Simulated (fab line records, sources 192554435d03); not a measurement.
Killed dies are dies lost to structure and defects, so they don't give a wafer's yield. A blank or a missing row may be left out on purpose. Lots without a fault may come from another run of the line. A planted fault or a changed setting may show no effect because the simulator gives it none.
Which tool did it? | flow n5_finfet | 24 lots, 72 wafers sampled, at 6 steps of a route of 1938

WHAT THE GAUGES READ, wafer by wafer
N5_BEOL_M3_THK_MEAS_53: measures by xrf. Usual: M3_THK 39.3 nm, standard deviation 1.6.
lot  | measured     | on            | M3_THK (nm)    | flag
L075 | day 7 06:00  | film_metro-01 | 38.7 39.5 37.3 |
L074 | day 7 10:53  | film_metro-02 | 40.8 41.7 40.3 |
L076 | day 7 13:56  | film_metro-01 | 39.5 38.2 40.4 |
L077 | day 7 20:30  | film_metro-01 | 38.5 38.5 39.0 |
L079 | day 8 14:48  | film_metro-01 | 36.6 38.2 39.3 |
L078 | day 8 17:37  | film_metro-01 | 41.0 39.6 39.8 |
L080 | day 9 03:22  | film_metro-01 | 39.7 38.6 38.6 |
L081 | day 9 06:52  | film_metro-02 | 40.2 39.8 39.6 |
L082 | day 9 06:41  | film_metro-02 | 37.0 40.4 38.1 |
L083 | day 9 07:28  | film_metro-02 | 35.4 40.1 38.7 |
L084 | day 10 01:05 | film_metro-02 | 40.6 39.3 40.0 |
L085 | day 10 10:02 | film_metro-02 | 38.1 36.8 39.5 |
L086 | day 10 14:05 | film_metro-01 | 38.8 38.7 41.0 |
L087 | day 11 07:17 | film_metro-02 | 38.3 41.4 41.8 |
L088 | day 11 15:01 | film_metro-01 | 40.6 39.6 39.6 |
L089 | day 11 17:05 | film_metro-02 | 40.0 38.8 43.1 |
L091 | day 11 18:38 | film_metro-01 | 40.5 42.4 42.0 |
L090 | day 11 19:02 | film_metro-02 | 36.3 38.7 40.1 |
L092 | day 12 03:40 | film_metro-02 | 42.4 41.0 43.1 |
L093 | day 12 09:26 | film_metro-01 | 37.0 35.8 38.5 |
L094 | day 12 11:16 | film_metro-02 | 37.8 38.3 38.4 |
L095 | day 12 17:20 | film_metro-01 | 37.5 37.8 39.3 |
L096 | day 13 04:07 | film_metro-01 | 40.2 37.2 38.8 |
L097 | day 13 10:08 | film_metro-01 | 38.7 39.4 38.6 |

N5_BEOL_M3_INSPECT_59: inspects for defects (darkfield). Usual: raw_defect_count 68, standard deviation 18.
lot  | measured     | on                | raw_defect_count | flag
L075 | day 7 06:18  | defect_inspect-01 | 75 42 60         |
L074 | day 7 11:13  | defect_inspect-01 | 54 42 46         |
L076 | day 7 14:17  | defect_inspect-02 | 100 81 63        |
L077 | day 7 20:50  | defect_inspect-02 | 83 79 56         |
L079 | day 8 15:05  | defect_inspect-02 | 101 104 86       |
L078 | day 8 18:10  | defect_inspect-01 | 101 81 43        |
L080 | day 9 03:38  | defect_inspect-02 | 87 58 48         |
L081 | day 9 07:09  | defect_inspect-01 | 71 74 85         |
L082 | day 9 06:58  | defect_inspect-02 | 93 68 52         |
L083 | day 9 07:59  | defect_inspect-02 | 87 66 59         |
L084 | day 10 01:22 | defect_inspect-01 | 81 76 60         |
L085 | day 10 10:20 | defect_inspect-01 | 87 66 67         |
L086 | day 10 14:22 | defect_inspect-02 | 68 80 66         |
L087 | day 11 07:35 | defect_inspect-02 | 49 55 67         |
L088 | day 11 15:20 | defect_inspect-02 | 56 65 48         |
L089 | day 11 17:24 | defect_inspect-01 | 51 52 52         |
L091 | day 11 18:58 | defect_inspect-01 | 101 67 114       |
L090 | day 11 19:22 | defect_inspect-02 | 57 56 79         |
L092 | day 12 04:00 | defect_inspect-01 | 60 50 79         |
L093 | day 12 09:43 | defect_inspect-01 | 95 84 69         |
L094 | day 12 11:33 | defect_inspect-01 | 77 104 79        |
L095 | day 12 17:42 | defect_inspect-01 | 68 58 77         |
L096 | day 13 04:29 | defect_inspect-01 | 36 47 24         |
L097 | day 13 10:26 | defect_inspect-01 | 84 73 64         |

WHICH TOOL RAN EACH LOT (tool, then ch and the chambers of the sampled wafers, then the start)
lot  | N5_BEOL_M3_PRE_CLEAN_45      | N5_BEOL_M3_ANNEAL_80         | N5_BEOL_M3_ANNEAL_93         | N5_BEOL_M3_CMP_52
L075 | pvd_sputter-02, day 7 02:56  | pvd_sputter-01, day 7 03:45  | pvd_sputter-01, day 7 04:51  | cmp-04 ch 1,2,3, day 7 05:44
L074 | pvd_sputter-01, day 7 05:59  | pvd_sputter-02, day 7 08:39  | pvd_sputter-02, day 7 09:45  | cmp-01 ch 1,2,3, day 7 10:43
L076 | pvd_sputter-02, day 7 10:35  | pvd_sputter-03, day 7 11:41  | pvd_sputter-03, day 7 12:47  | cmp-01 ch 0,1, day 7 13:38
L077 | pvd_sputter-02, day 7 15:35  | pvd_sputter-03, day 7 18:15  | pvd_sputter-03, day 7 19:21  | cmp-03 ch 0,2,3, day 7 20:12
L079 | pvd_sputter-01, day 8 09:47  | pvd_sputter-03, day 8 12:31  | pvd_sputter-03, day 8 13:37  | cmp-03 ch 1,2, day 8 14:30
L078 | pvd_sputter-02, day 8 14:21  | pvd_sputter-01, day 8 15:13  | pvd_sputter-01, day 8 16:19  | cmp-03 ch 2,3, day 8 17:21
L080 | pvd_sputter-02, day 9 00:12  | pvd_sputter-03, day 9 01:05  | pvd_sputter-03, day 9 02:11  | cmp-04 ch 0,1,2, day 9 03:06
L081 | pvd_sputter-03, day 9 03:27  | pvd_sputter-02, day 9 04:28  | pvd_sputter-02, day 9 05:34  | cmp-03 ch 0,3, day 9 06:34
L082 | pvd_sputter-01, day 9 03:28  | pvd_sputter-01, day 9 04:26  | pvd_sputter-01, day 9 05:32  | cmp-04 ch 1,2,3, day 9 06:26
L083 | pvd_sputter-03, day 9 03:47  | pvd_sputter-03, day 9 04:58  | pvd_sputter-03, day 9 06:04  | cmp-03 ch 2,3, day 9 07:10
L084 | pvd_sputter-01, day 9 21:51  | pvd_sputter-02, day 9 22:50  | pvd_sputter-02, day 9 23:56  | cmp-01 ch 0,1,2, day 10 00:47
L085 | pvd_sputter-01, day 10 06:53 | pvd_sputter-03, day 10 07:47 | pvd_sputter-03, day 10 08:53 | cmp-03 ch 0,1,2, day 10 09:44
L086 | pvd_sputter-01, day 10 10:49 | pvd_sputter-02, day 10 11:49 | pvd_sputter-02, day 10 12:55 | cmp-03 ch 0,2, day 10 13:50
L087 | pvd_sputter-02, day 11 04:11 | pvd_sputter-02, day 11 05:02 | pvd_sputter-02, day 11 06:08 | cmp-01 ch 0,1,3, day 11 07:04
L088 | pvd_sputter-03, day 11 11:57 | pvd_sputter-02, day 11 12:46 | pvd_sputter-02, day 11 13:52 | cmp-01 ch 0,1,3, day 11 14:50
L089 | pvd_sputter-02, day 11 12:01 | pvd_sputter-02, day 11 14:36 | pvd_sputter-02, day 11 15:42 | cmp-03 ch 0,2,3, day 11 16:52
L091 | pvd_sputter-03, day 11 15:29 | pvd_sputter-01, day 11 16:23 | pvd_sputter-01, day 11 17:29 | cmp-01 ch 0,1,2, day 11 18:25
L090 | pvd_sputter-03, day 11 15:38 | pvd_sputter-02, day 11 16:47 | pvd_sputter-02, day 11 17:53 | cmp-03 ch 0,2,3, day 11 18:45
L092 | pvd_sputter-02, day 12 00:29 | pvd_sputter-01, day 12 01:25 | pvd_sputter-01, day 12 02:31 | cmp-01 ch 2,3, day 12 03:24
L093 | pvd_sputter-02, day 12 05:52 | pvd_sputter-02, day 12 06:59 | pvd_sputter-02, day 12 08:05 | cmp-03 ch 0,1,2, day 12 09:02
L094 | pvd_sputter-03, day 12 06:21 | pvd_sputter-02, day 12 09:00 | pvd_sputter-02, day 12 10:06 | cmp-03 ch 0,1,3, day 12 11:03
L095 | pvd_sputter-01, day 12 14:00 | pvd_sputter-01, day 12 15:06 | pvd_sputter-01, day 12 16:12 | cmp-03 ch 0,1,2, day 12 17:03
L096 | pvd_sputter-03, day 13 00:45 | pvd_sputter-03, day 13 01:47 | pvd_sputter-03, day 13 02:53 | cmp-03 ch 0,1,3, day 13 03:51
L097 | pvd_sputter-02, day 13 07:02 | pvd_sputter-02, day 13 07:52 | pvd_sputter-02, day 13 08:58 | cmp-01 ch 0,1,3, day 13 09:50
- N5_BEOL_M3_PRE_CLEAN_45: time 30 s.
- N5_BEOL_M3_ANNEAL_80: time 240 s.
- N5_BEOL_M3_ANNEAL_93: time 240 s.
- N5_BEOL_M3_CMP_52: polishes, stops on SiOC, t overpolish 6.8 s, target thk 40 nm.

WHAT THE TOOLS THEMSELVES READ (means of the sampled wafers that have a number; where no wafer has one, the mark that the record gives instead)
N5_BEOL_M3_PRE_CLEAN_45. Usual: heater_power_w 349 W, standard deviation 16.
lot  | tool           | heater_power_w (W) | flag
L075 | pvd_sputter-02 | 344                |
L074 | pvd_sputter-01 | 337                |
L076 | pvd_sputter-02 | 343                |
L077 | pvd_sputter-02 | 341                |
L079 | pvd_sputter-01 | 365                |
L078 | pvd_sputter-02 | 356                |
L080 | pvd_sputter-02 | 353                |
L081 | pvd_sputter-03 | 365                |
L082 | pvd_sputter-01 | 357                |
L083 | pvd_sputter-03 | 367                |
L084 | pvd_sputter-01 | 353                |
L085 | pvd_sputter-01 | 336                |
L086 | pvd_sputter-01 | 364                |
L087 | pvd_sputter-02 | 348                |
L088 | pvd_sputter-03 | 338                |
L089 | pvd_sputter-02 | 356                |
L091 | pvd_sputter-03 | 351                |
L090 | pvd_sputter-03 | 363                |
L092 | pvd_sputter-02 | 354                |
L093 | pvd_sputter-02 | 354                |
L094 | pvd_sputter-03 | 343                |
L095 | pvd_sputter-01 | 350                |
L096 | pvd_sputter-03 | 366                |
L097 | pvd_sputter-02 | 346                |

N5_BEOL_M3_ANNEAL_80. Usual: heater_power_w 870 W, standard deviation 39.
lot  | tool           | heater_power_w (W) | flag
L075 | pvd_sputter-01 | 881                |
L074 | pvd_sputter-02 | 853                |
L076 | pvd_sputter-03 | 855                |
L077 | pvd_sputter-03 | 852                |
L079 | pvd_sputter-03 | 906                |
L078 | pvd_sputter-01 | 882                |
L080 | pvd_sputter-03 | 849                |
L081 | pvd_sputter-02 | 871                |
L082 | pvd_sputter-01 | 842                |
L083 | pvd_sputter-03 | 860                |
L084 | pvd_sputter-02 | 882                |
L085 | pvd_sputter-03 | 845                |
L086 | pvd_sputter-02 | 868                |
L087 | pvd_sputter-02 | 842                |
L088 | pvd_sputter-02 | 884                |
L089 | pvd_sputter-02 | 854                |
L091 | pvd_sputter-01 | 878                |
L090 | pvd_sputter-02 | 863                |
L092 | pvd_sputter-01 | 899                |
L093 | pvd_sputter-02 | 875                |
L094 | pvd_sputter-02 | 879                |
L095 | pvd_sputter-01 | 873                |
L096 | pvd_sputter-03 | 832                |
L097 | pvd_sputter-02 | 839                |

N5_BEOL_M3_ANNEAL_93. Usual: heater_power_w 869 W, standard deviation 40.
lot  | tool           | heater_power_w (W) | flag
L075 | pvd_sputter-01 | 874                |
L074 | pvd_sputter-02 | 844                |
L076 | pvd_sputter-03 | 872                |
L077 | pvd_sputter-03 | 855                |
L079 | pvd_sputter-03 | 909                |
L078 | pvd_sputter-01 | 871                |
L080 | pvd_sputter-03 | 841                |
L081 | pvd_sputter-02 | 849                |
L082 | pvd_sputter-01 | 837                |
L083 | pvd_sputter-03 | 864                |
L084 | pvd_sputter-02 | 853                |
L085 | pvd_sputter-03 | 844                |
L086 | pvd_sputter-02 | 858                |
L087 | pvd_sputter-02 | 857                |
L088 | pvd_sputter-02 | 870                |
L089 | pvd_sputter-02 | 846                |
L091 | pvd_sputter-01 | 869                |
L090 | pvd_sputter-02 | 869                |
L092 | pvd_sputter-01 | 909                |
L093 | pvd_sputter-02 | 873                |
L094 | pvd_sputter-02 | 866                |
L095 | pvd_sputter-01 | 866                |
L096 | pvd_sputter-03 | 847                |
L097 | pvd_sputter-02 | 857                |

N5_BEOL_M3_CMP_52. Usual: barrier_field_endpoint_s 24.3 s, standard deviation 0.72; motor_current_A 6.0 A, standard deviation 0.5; overpolish_run_s 6.800 s, standard deviation 0.0088; pad_life_wafers 1172, standard deviation 670; time_to_endpoint_s 61 s, standard deviation 4.
lot  | tool   | barrier_field_endpoint_s (s) | motor_current_A (A) | overpolish_run_s (s) | pad_life_wafers | time_to_endpoint_s (s) | flag
L075 | cmp-04 | 24.4                         | 5.8                 | 6.800                | 164             | 60                     |
L074 | cmp-01 | 25.5                         | 6.0                 | 6.802                | 891             | 67                     |
L076 | cmp-01 | 25.1                         | 5.5                 | 6.790                | 906             | 66                     |
L077 | cmp-03 | 23.6                         | 6.1                 | 6.803                | 1220            | 58                     |
L079 | cmp-03 | 23.5                         | 6.2                 | 6.804                | 1338            | 56                     |
L078 | cmp-03 | 23.8                         | 6.1                 | 6.793                | 1363            | 58                     |
L080 | cmp-04 | 23.7                         | 5.8                 | 6.799                | 494             | 59                     |
L081 | cmp-03 | 24.9                         | 6.2                 | 6.802                | 1488            | 63                     |
L082 | cmp-04 | 24.1                         | 5.6                 | 6.808                | 530             | 60                     |
L083 | cmp-03 | 23.9                         | 5.9                 | 6.806                | 1500            | 58                     |
L084 | cmp-01 | 24.6                         | 5.4                 | 6.796                | 1345            | 64                     |
L085 | cmp-03 | 24.3                         | 6.1                 | 6.794                | 1729            | 59                     |
L086 | cmp-03 | 24.7                         | 6.1                 | 6.804                | 1766            | 61                     |
L087 | cmp-01 | 24.0                         | 5.8                 | 6.798                | 1622            | 65                     |
L088 | cmp-01 | 25.6                         | 6.0                 | 6.795                | 1695            | 64                     |
L089 | cmp-03 | 24.0                         | 6.3                 | 6.802                | 2006            | 63                     |
L091 | cmp-01 | 24.8                         | 5.6                 | 6.794                | 1718            | 64                     |
L090 | cmp-03 | 24.0                         | 6.3                 | 6.801                | 2023            | 60                     |
L092 | cmp-01 | 24.3                         | 6.5                 | 6.795                | 1801            | 66                     |
L093 | cmp-03 | 23.8                         | 6.2                 | 6.808                | 74              | 57                     |
L094 | cmp-03 | 24.1                         | 6.4                 | 6.802                | 86              | 59                     |
L095 | cmp-03 | 24.6                         | 6.2                 | 6.795                | 133             | 61                     |
L096 | cmp-03 | 23.7                         | 6.4                 | 6.791                | 230             | 62                     |
L097 | cmp-01 | 24.2                         | 5.7                 | 6.803                | 2005            | 61                     |

THE ANSWER, worked out from the rows above alone
Rule: a lot is off if the mean of its wafers that have a number lies more than 3 standard deviations from the usual mean. A lot without any number at a reading at which 4 lots or more have one is off too. The other lots that the step has rows for count as sound. The gauges are gone through in route order, then the tools' own readings, and for those a lot's mean is taken as printed above. The first step at which some lot is off is used, and at that step the reading that is off furthest; a lot without a number counts as furthest.
No lot is off at any reading shown: from this, nothing can be told.

WHAT THE SIMULATOR HAD PUT IN
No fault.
